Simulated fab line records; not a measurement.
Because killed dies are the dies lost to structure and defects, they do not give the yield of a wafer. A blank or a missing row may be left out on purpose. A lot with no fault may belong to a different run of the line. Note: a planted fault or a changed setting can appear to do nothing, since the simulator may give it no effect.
fab line records    flow n5-finfet    part 2 of 2: steps 24 to 31 of 31
record lots=5  wafers=15  last-day=16
route steps=1938 shown ILD0@342 SDB@347
lots with no fault: from the same line, run without faults
start-h: hours from the record's opening day to when the first of the lot's shown wafers began    wait-h: hours since the lot's step before    " as in the row above    L1.1+2: a single row standing in for several wafers    - no value, or no start was given    * or withheld: withheld    < > ~ a bound
route shown NAME@n: names a module that has steps shown in the file, with the first one's number in the route    usual: mean and standard deviation over wafers with no fault    same: alike in all rows    chamber/n: place in a boat    sites: each site's reading    _std_site: standard deviation of those values    _edge_site: the outer-site mean with the inner-site mean subtracted    radius-mm: for every site, how far away it sits from the centre of the wafer    mask NAME#n: copy n    behind: tool/chamber where the wafer was last shaped    hold: why the lot was held/for how many hours/how that ended    device: the n, p or np transistor that did not switch    end of line: the tests these same wafers got at the end of their route    where a step has no rows: the recipe by itself    killed: count of dies lost to structure and defects at first sort (not the wafer's yield)    map: the dies of a wafer, with x for killed, . for not killed, _ for no die there
set.NAME: the setting that was run; set.NAME@STEP: the one run at that earlier step    model.NAME: the simulator's own value behind a step, which no gauge read
lots seen at some steps along the route; tables by step, rows by wafer
services: when a tool's chamber went out of use (start-h, in hours from the record's first day, below 0 if earlier), for how many hours, and the reason
## steps
# step N5_SDB_STRIP_22
# recipe chemistry=N2/H2  power-w=1000  temp-c=250  h2-frac=0.65  overash-fraction=0.3  pressure-mtorr=withheld  n2-flow-sccm=1750  h2-flow-sccm=3250
# usual drypump-motor-current-A=5.3/0.32  heater-power-w=328/43  oes-product-au=0.714/0.0046  strip-time-to-endpoint-s=96.5/0.44
# same overash-fraction=0.3
lot.wafer  tool             chamber  start-h  wait-h  drypump-motor-current-A  heater-power-w  oes-product-au  rf-hours-counter-h  strip-time-to-endpoint-s
L074.1     plasma-asher-02  1        68.24    0.1     5.4                      263             0.722           36                  97.0
L074.3     "                0        "        "       5.7                      362             0.711           -                   95.3
L074.6     "                1        "        "       5.4                      261             0.717           -                   96.8
L084.2     plasma-asher-02  0        138.70   0.1     5.7                      358             0.721           51                  96.7
L084.4     "                0        "        "       5.7                      362             0.718           -                   97.2
L084.5     "                0        "        "       5.7                      358             0.714           -                   97.0
L088.1     plasma-asher-02  1        156.18   0.1     5.4                      258             0.718           54                  96.8
L088.4     "                0        "        "       5.7                      352             0.708           -                   96.5
L088.5     "                1        "        "       5.4                      261             0.716           -                   96.5
L092.2     plasma-asher-01  0        172.91   0.1     4.9                      369             0.713           102                 96.0
L092.3     "                1        "        "       4.9                      342             0.711           -                   96.0
L092.6     "                1        "        "       4.9                      345             0.717           -                   96.1
L091.2     plasma-asher-01  0        176.61   0.1     4.9                      378             0.719           104                 96.6
L091.5     "                0        "        "       4.9                      368             0.710           -                   96.1
L091.6     "                1        "        "       4.9                      342             0.722           -                   96.7
# step N5_SDB_PRECLEAN_23
# recipe chemistry=dHF  time-s=30  temp-c=25  dilution=withheld
lot.wafer   tool          chamber  start-h  wait-h
L074.1+3+6  wet-bench-04  0,7,6    68.38    0.1
L084.2+4+5  wet-bench-04  1,3,4    138.85   0.1
L088.1+4+5  wet-bench-04  5,7,6    156.33   0.1
L092.2+3+6  wet-bench-05  7,1,0    173.06   0.1
L091.2+5+6  wet-bench-03  5,4,6    176.75   0.1
# step N5_SDB_DUMMY_REMOVE_24
# recipe chemistry=TMAH  temp-c=70  target=poly-Si  stop-on=SiO2  target-depth-nm=142  conc-wt-pct=5  time-s=57  dry=ipa-marangoni  rinse-time-s=30  rinse-temp-c=23
# usual bath-guard-temp-C=69.9/0.39  conc-wt-pct=4.99/0.048  rinse-temp-c=23.00/0.12
lot.wafer  tool          chamber  start-h  wait-h  bath-guard-temp-C  conc-wt-pct  rinse-temp-c
L074.1     wet-bench-04  0        68.40    0.0     70.9               4.95         23.05
L074.3     "             7        "        "       70.1               5.07         22.97
L074.6     "             6        "        "       70.6               5.05         22.98
L084.2     wet-bench-04  1        138.86   0.0     69.5               4.99         22.97
L084.4     "             3        "        "       69.9               4.99         23.15
L084.5     "             4        "        "       70.2               4.95         23.01
L088.1     wet-bench-04  5        156.34   0.0     69.8               5.08         22.78
L088.4     "             7        "        "       69.8               5.09         22.95
L088.5     "             6        "        "       70.1               4.98         23.12
L092.2     wet-bench-05  7        173.07   0.0     69.8               5.03         23.01
L092.3     "             1        "        "       69.4               5.04         22.89
L092.6     "             0        "        "       69.7               5.05         22.83
L091.2     wet-bench-03  5        176.76   0.0     69.9               5.07         23.10
L091.5     "             4        "        "       69.6               4.96         22.93
L091.6     "             6        "        "       69.2               5.02         23.26
# step N5_SDB_ETCH_25
# recipe chemistry=C4F6/O2  target=SiO2  target-depth-a=100  time-s=3.3  ion-energy-ev=250  mask-material=SiNx  pressure-mtorr=30  source-w=345  bias-w=185  Ar_flow_sccm=300  C4F6_flow_sccm=10  O2_flow_sccm=10
# usual O2_flow_sccm=10.00/0.031  drypump-motor-current-A=5.9/0.43  oes-product-au=0.78/0.073  rf-vpp-V=663/17  showerhead-plenum-p-Torr=2.87/0.076  throttle-valve-pct=21.24/0.24
lot.wafer  tool         chamber  start-h  wait-h  O2_flow_sccm  drypump-motor-current-A  oes-product-au  rf-hours-counter-h  rf-vpp-V  showerhead-plenum-p-Torr  throttle-valve-pct
L074.1     rie-diel-01  3        69.31    0.9     10.03         6.1                      0.75            187                 683       2.83                      21.49
L074.3     "            1        "        "       10.00         5.9                      0.73            130                 670       2.76                      21.19
L074.6     "            3        "        "       10.00         6.2                      0.76            -                   682       2.83                      21.48
L084.2     rie-diel-03  3        138.93   0.0     10.00         6.3                      0.85            65                  665       2.77                      20.75
L084.4     "            2        "        "       9.97          5.4                      0.73            167                 674       2.82                      20.87
L084.5     "            0        "        "       9.96          6.1                      0.72            -                   624       2.87                      21.63
L088.1     rie-diel-06  1        156.86   0.5     10.02         6.5                      0.70            230                 680       2.93                      21.49
L088.4     "            2        "        "       10.08         5.4                      0.74            185                 646       2.82                      21.00
L088.5     "            2        "        "       10.08         5.4                      0.74            -                   646       2.82                      21.00
L092.2     rie-diel-01  3        173.15   0.0     10.00         6.1                      0.73            224                 681       2.81                      21.52
L092.3     "            0        "        "       9.97          6.4                      0.76            140                 673       2.95                      21.19
L092.6     "            2        "        "       9.96          6.3                      0.91            -                   664       2.91                      21.31
L091.2     rie-diel-01  3        176.82   0.0     9.95          6.1                      0.73            225                 681       2.81                      21.55
L091.5     "            0        "        "       10.00         6.4                      0.77            -                   673       2.95                      21.20
L091.6     "            3        "        "       9.95          6.1                      0.73            -                   680       2.81                      21.53
# step N5_SDB_CUT_ETCH_26
# recipe chemistry=HBr/Cl2/O2  target=Si  target-depth-a=1296  bt-time-s=20  mask-material=SiNx  time-s=51.8  ion-energy-ev=*  bias-w=*  pressure-mtorr=10  icp-w=800  HBr_flow_sccm=150  Cl2_flow_sccm=80  O2_flow_sccm=12
# usual O2_flow_sccm=12.00/0.038  drypump-motor-current-A=5.6/0.5  oes-product-au=0.995/0.012  throttle-valve-pct=37.2/0.38
lot.wafer  tool       chamber  start-h  wait-h  O2_flow_sccm  drypump-motor-current-A  oes-product-au  rf-hours-counter-h  throttle-valve-pct
L074.1     rie-si-04  3        69.40    0.1     12.00         5.9                      1.001           91                  37.3
L074.3     "          0        "        "       12.01         5.9                      1.003           89                  36.8
L074.6     "          0        "        "       12.04         6.0                      1.006           -                   36.9
L084.2     rie-si-05  1        139.01   0.1     11.99         6.6                      1.005           8                   36.9
L084.4     "          0        "        "       12.02         5.1                      0.984           40                  37.1
L084.5     "          1        "        "       11.98         6.6                      0.996           -                   36.9
L088.1     rie-si-04  0        156.94   0.1     11.96         6.0                      1.006           91                  36.8
L088.4     "          0        "        "       11.93         6.0                      0.995           -                   36.8
L088.5     "          3        "        "       12.01         5.9                      1.000           -                   37.2
L092.2     rie-si-01  3        173.23   0.1     12.01         5.5                      0.998           10                  36.8
L092.3     "          0        "        "       12.00         5.7                      0.985           115                 36.8
L092.6     "          3        "        "       12.04         5.5                      0.999           -                   36.8
L091.2     rie-si-01  2        176.91   0.1     12.03         5.5                      1.008           81                  37.3
L091.5     "          3        "        "       11.99         5.5                      0.994           -                   36.8
L091.6     "          0        "        "       12.01         5.7                      0.995           -                   36.8
# step N5_SDB_PRECLEAN_38
# recipe chemistry=dHF  time-s=10  dilution=750:1  temp-c=25
lot.wafer   tool          chamber  start-h  wait-h
L074.1+3+6  wet-bench-04  7,1,4    69.51    0.1
L084.2+4+5  wet-bench-04  6,2,0    139.13   0.1
L088.1+4+5  wet-bench-03  1,3,2    157.06   0.1
L092.2+3+6  wet-bench-03  1,0,6    173.35   0.1
L091.2+5+6  wet-bench-03  6,7,2    177.03   0.1
# step N5_SDB_PRECLEAN_39
# recipe chemistry=O3/DIW  time-s=45  temp-c=22  o3-ppm=10
lot.wafer   tool          chamber  start-h  wait-h
L074.1+3+6  wet-bench-04  7,1,4    69.52    0.0
L084.2+4+5  wet-bench-04  6,2,0    139.14   0.0
L088.1+4+5  wet-bench-03  1,3,2    157.07   0.0
L092.2+3+6  wet-bench-03  1,0,6    173.36   0.0
L091.2+5+6  wet-bench-03  6,7,2    177.03   0.0
# step N5_SDB_SRD_28
# recipe dry=ipa-marangoni  time-s=30  temp-c=23  rinse-liquid=diw
lot.wafer   tool          chamber  start-h  wait-h
L074.1+3+6  wet-bench-04  7,1,4    69.53    0.0
L084.2+4+5  wet-bench-04  6,2,0    139.15   0.0
L088.1+4+5  wet-bench-03  1,3,2    157.08   0.0
L092.2+3+6  wet-bench-03  1,0,6    173.37   0.0
L091.2+5+6  wet-bench-03  6,7,2    177.04   0.0
## services
tool             chamber  start-h  hours  kind
arfi-scanner-01  -        44.18    1.2    repair
arfi-scanner-01  -        49.01    0.8    pm
pecvd-02         -        51.57    5.0    repair
arfi-scanner-01  -        52.60    3.9    pm
rie-diel-03      3        52.75    23.1   repair
ald-sin-03       2        55.24    9.3    repair
arfi-scanner-01  -        58.64    2.9    repair
rie-si-01        2        62.19    3.2    repair
pecvd-01         -        63.47    2.8    pm
pecvd-02         2        69.67    17.4   repair
arfi-scanner-01  -        74.06    1.0    pm
pecvd-02         -        81.23    0.8    repair
pecvd-01         -        83.93    2.7    repair
ald-sin-03       -        85.25    14.0   pm
rie-si-01        -        91.77    2.8    pm
rie-diel-03      1        92.41    36.0   repair
rie-si-01        -        109.65   0.2    repair
ald-sin-03       0        111.63   3.1    repair
cmp-01           -        117.98   0.6    repair
cmp-01           -        124.82   5.8    repair
plasma-asher-02  -        134.18   1.1    repair
cmp-01           -        162.61   1.0    repair
plasma-asher-02  -        163.55   28.1   pm
cmp-01           -        173.77   0.7    repair
